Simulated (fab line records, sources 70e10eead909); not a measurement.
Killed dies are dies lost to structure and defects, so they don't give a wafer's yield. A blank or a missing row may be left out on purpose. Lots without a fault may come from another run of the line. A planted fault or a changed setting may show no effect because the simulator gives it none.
Which tool did it? | flow nand_harc | 13 lots, 37 wafers sampled, at 4 steps of a route of 1302

WHAT THE GAUGES READ, wafer by wafer
The record holds no reading of a measuring or inspecting step that can be judged against a usual standard deviation.

WHICH TOOL RAN EACH LOT (tool, then ch and the chambers of the sampled wafers, then the start)
lot  | NHARC_A_SLIT_DEP_25             | NHARC_A_SLIT_ETCH_17             | NHARC_A_WL_FILL_ETCHBACK_05       | NHARC_A_WL_FILL_ETCHBACK_16
L926 | pecvd-03 ch 0,1,2, day 18 11:02 | har_etch-01 ch 1, day 18 20:13   | rie_metal-02 ch 1, day 19 09:37   | rie_diel-11 ch 1,3, no start
L927 | pecvd-02 ch 0,2, day 18 20:04   | har_etch-02 ch 0,1, day 19 05:35 | rie_metal-02 ch 0,1, day 19 17:41 | rie_diel-11 ch 1,2, no start
L930 | pecvd-03 ch 0,1,2, day 19 18:59 | har_etch-02 ch 0,1, day 20 01:46 | rie_metal-01 ch 0,1, day 20 14:31 | rie_diel-13 ch 1,2, no start
L929 | pecvd-03 ch 0,1,2, day 20 20:27 | har_etch-02 ch 0,1, day 21 04:24 | rie_metal-01 ch 0,1, day 21 16:22 | rie_diel-13 ch 0,2, no start
L932 | pecvd-03 ch 0,2, day 20 23:32   | har_etch-01 ch 0,1, day 21 11:00 | rie_metal-02 ch 0,1, day 22 00:11 | rie_diel-13 ch 0,2, no start
L934 | pecvd-02 ch 0,2, day 22 09:45   | har_etch-01 ch 0,1, day 22 16:40 | rie_metal-01 ch 0,1, day 23 05:29 | rie_diel-11 ch 0,2,3, no start
L937 | pecvd-02 ch 1,2, day 22 20:23   | har_etch-01 ch 0,1, day 23 06:57 | rie_metal-01 ch 0,1, day 23 21:07 | rie_diel-13 ch 2,3, no start
L939 | pecvd-04 ch 0,1, day 23 19:04   | har_etch-01 ch 0,1, day 24 01:48 | rie_metal-01 ch 0, day 24 14:34   | rie_diel-11 ch 1,2, no start
L941 | pecvd-02 ch 1,2, day 24 03:39   | har_etch-01 ch 1, day 24 11:45   | rie_metal-01 ch 0, day 24 23:50   | rie_diel-13 ch 0,2, no start
L940 | pecvd-03 ch 0,2, day 24 03:43   | har_etch-02 ch 0,1, day 24 11:17 | rie_metal-02 ch 0, day 24 23:32   | rie_diel-13 ch 1,2,3, no start
L946 | pecvd-03 ch 0,1,2, day 27 05:04 | har_etch-01 ch 0,1, day 27 13:14 | rie_metal-02 ch 0,1, day 28 00:31 | rie_diel-13 ch 2,3, no start
L948 | pecvd-03 ch 0,2, day 27 14:29   | har_etch-02 ch 0,1, day 27 20:52 | rie_metal-02 ch 0,1, day 28 10:28 | rie_diel-13 ch 0,1,3, no start
L947 | pecvd-04 ch 0,1, day 27 14:29   | har_etch-02 ch 0,1, day 28 01:16 | rie_metal-03 ch 0, day 28 13:58   | rie_diel-06 ch 2,3, no start
- NHARC_A_SLIT_DEP_25: deposits SiO2, target thk 200 nm.
- NHARC_A_SLIT_ETCH_17: etches the open film in C4F8/O2/Ar, time 4254.5 s, target depth 20300 nm.
- NHARC_A_WL_FILL_ETCHBACK_05: etches the open film in Cl2/BCl3, target depth 22 nm, time 60 s.
- NHARC_A_WL_FILL_ETCHBACK_16: etches the open film in C4F8/O2/Ar, target depth 120 nm, time 24 s.

WHAT THE TOOLS THEMSELVES READ (means of the sampled wafers that have a number; where no wafer has one, the mark that the record gives instead)
NHARC_A_SLIT_DEP_25. Usual: heater_power_w 543 W, standard deviation 79; rf_fwd_power_W 897.1 W, standard deviation 2.7; throttle_valve_pct 15.8 %, standard deviation 0.44.
lot  | tool     | heater_power_w (W) | rf_fwd_power_W (W) | throttle_valve_pct (%) | flag
L926 | pecvd-03 | 556                | 897.5              | 15.3                   |
L927 | pecvd-02 | 566                | 897.2              | 15.8                   |
L930 | pecvd-03 | 558                | 898.7              | 15.5                   |
L929 | pecvd-03 | 536                | 899.5              | 15.4                   |
L932 | pecvd-03 | 525                | 896.1              | 15.3                   |
L934 | pecvd-02 | 647                | 897.7              | 16.1                   |
L937 | pecvd-02 | 550                | 895.2              | 15.7                   |
L939 | pecvd-04 | 449                | 899.2              | 16.2                   |
L941 | pecvd-02 | 568                | 896.8              | 15.9                   |
L940 | pecvd-03 | 516                | 896.1              | 15.4                   |
L946 | pecvd-03 | 541                | 899.3              | 15.6                   |
L948 | pecvd-03 | 583                | 896.5              | 15.5                   |
L947 | pecvd-04 | 479                | 897.9              | 16.1                   |

NHARC_A_SLIT_ETCH_17. Usual: drypump_motor_current_A 6.37 A, standard deviation 0.21; showerhead_plenum_p_Torr 3.70 Torr, standard deviation 0.16; throttle_valve_pct 32.045 %, standard deviation 0.0089.
lot  | tool        | drypump_motor_current_A (A) | showerhead_plenum_p_Torr (Torr) | throttle_valve_pct (%) | flag
L926 | har_etch-01 | 6.53                        | 3.55                            | 32.044                 |
L927 | har_etch-02 | 6.34                        | 3.91                            | 32.042                 |
L930 | har_etch-02 | 6.17                        | 3.90                            | 32.045                 |
L929 | har_etch-02 | 6.18                        | 3.89                            | 32.044                 |
L932 | har_etch-01 | 6.49                        | 3.59                            | 32.042                 |
L934 | har_etch-01 | 6.48                        | 3.58                            | 32.047                 |
L937 | har_etch-01 | 6.48                        | 3.57                            | 32.049                 |
L939 | har_etch-01 | 6.48                        | 3.55                            | 32.061                 |
L941 | har_etch-01 | 6.52                        | 3.51                            | 32.043                 |
L940 | har_etch-02 | 6.16                        | 3.86                            | 32.033                 |
L946 | har_etch-01 | 6.47                        | 3.54                            | 32.042                 |
L948 | har_etch-02 | 6.16                        | 3.84                            | 32.051                 |
L947 | har_etch-02 | 6.15                        | 3.84                            | 32.040                 |

NHARC_A_WL_FILL_ETCHBACK_05. Usual: drypump_motor_current_A 6.3 A, standard deviation 0.4; oes_product_au 1.005 a.u., standard deviation 0.01; temp_c 39.99 C, standard deviation 0.1.
lot  | tool         | drypump_motor_current_A (A) | oes_product_au (a.u.) | temp_c (C) | flag
L926 | rie_metal-02 | 6.2                         | 0.999                 | 40.08      |
L927 | rie_metal-02 | 6.1                         | 1.012                 | 39.97      |
L930 | rie_metal-01 | 6.6                         | 1.009                 | 39.99      |
L929 | rie_metal-01 | 6.5                         | 1.010                 | 39.96      |
L932 | rie_metal-02 | 6.0                         | 1.006                 | 40.03      |
L934 | rie_metal-01 | 6.6                         | 0.997                 | 39.93      |
L937 | rie_metal-01 | 6.6                         | 0.931                 | 39.82      | OFF
L939 | rie_metal-01 | 6.5                         | 0.913                 | 39.92      | OFF
L941 | rie_metal-01 | 6.5                         | 0.920                 | 39.94      | OFF
L940 | rie_metal-02 | 5.8                         | 1.015                 | 40.04      |
L946 | rie_metal-02 | 6.1                         | 1.012                 | 40.00      |
L948 | rie_metal-02 | 6.0                         | 1.017                 | 40.02      |
L947 | rie_metal-03 | 6.5                         | 0.999                 | 39.93      |

NHARC_A_WL_FILL_ETCHBACK_16. Usual: oes_product_au 0.982 a.u., standard deviation 0.027; rf_fwd_power_W 589 W, standard deviation 3.2; rf_vpp_V 721 V, standard deviation 4.7.
lot  | tool        | oes_product_au (a.u.) | rf_fwd_power_W (W) | rf_vpp_V (V) | flag
L926 | rie_diel-11 | 0.998                 | 589                | 721          |
L927 | rie_diel-11 | 1.001                 | 588                | 723          |
L930 | rie_diel-13 | 0.922                 | 586                | 724          |
L929 | rie_diel-13 | 0.993                 | 588                | 723          |
L932 | rie_diel-13 | 0.997                 | 588                | 721          |
L934 | rie_diel-11 | 0.924                 | 588                | 721          |
L937 | rie_diel-13 | 0.983                 | 585                | 724          |
L939 | rie_diel-11 | 0.990                 | 588                | 720          |
L941 | rie_diel-13 | 0.976                 | 586                | 724          |
L940 | rie_diel-13 | 0.950                 | 589                | 722          |
L946 | rie_diel-13 | 0.971                 | 585                | 723          |
L948 | rie_diel-13 | 0.918                 | 588                | 718          |
L947 | rie_diel-06 | 1.002                 | 594                | 725          |

THE ANSWER, worked out from the rows above alone
Rule: a lot is off if the mean of its wafers that have a number lies more than 3 standard deviations from the usual mean. A lot without any number at a reading at which 4 lots or more have one is off too. The other lots that the step has rows for count as sound. The gauges are gone through in route order, then the tools' own readings, and for those a lot's mean is taken as printed above. The first step at which some lot is off is used, and at that step the reading that is off furthest; a lot without a number counts as furthest.
Off: L937, L939, L941, at NHARC_A_WL_FILL_ETCHBACK_05 (oes_product_au).
A tool fits if, at that step or a process step before it, it ran every lot that is off, and no sound lot after the first of them. One fits: rie_metal-01 at NHARC_A_WL_FILL_ETCHBACK_05. Its last sound lot is L934 (day 23 05:29), its first lot that is off L937 (day 23 21:07): a fault that began between those two fits.
The tool's own readings at NHARC_A_WL_FILL_ETCHBACK_05 bear it out: on the lots that are off they differ by more than 5 times the standard deviation of the sound lots' means. oes_product_au reads 0.921 a.u. there against 1.008 a.u. on the sound lots.

WHAT THE SIMULATOR HAD PUT IN
Process parameter drift: rie_metal-01, from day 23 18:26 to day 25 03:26, at NHARC_A_WL_FILL_ETCHBACK_05. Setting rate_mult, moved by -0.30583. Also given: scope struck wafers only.
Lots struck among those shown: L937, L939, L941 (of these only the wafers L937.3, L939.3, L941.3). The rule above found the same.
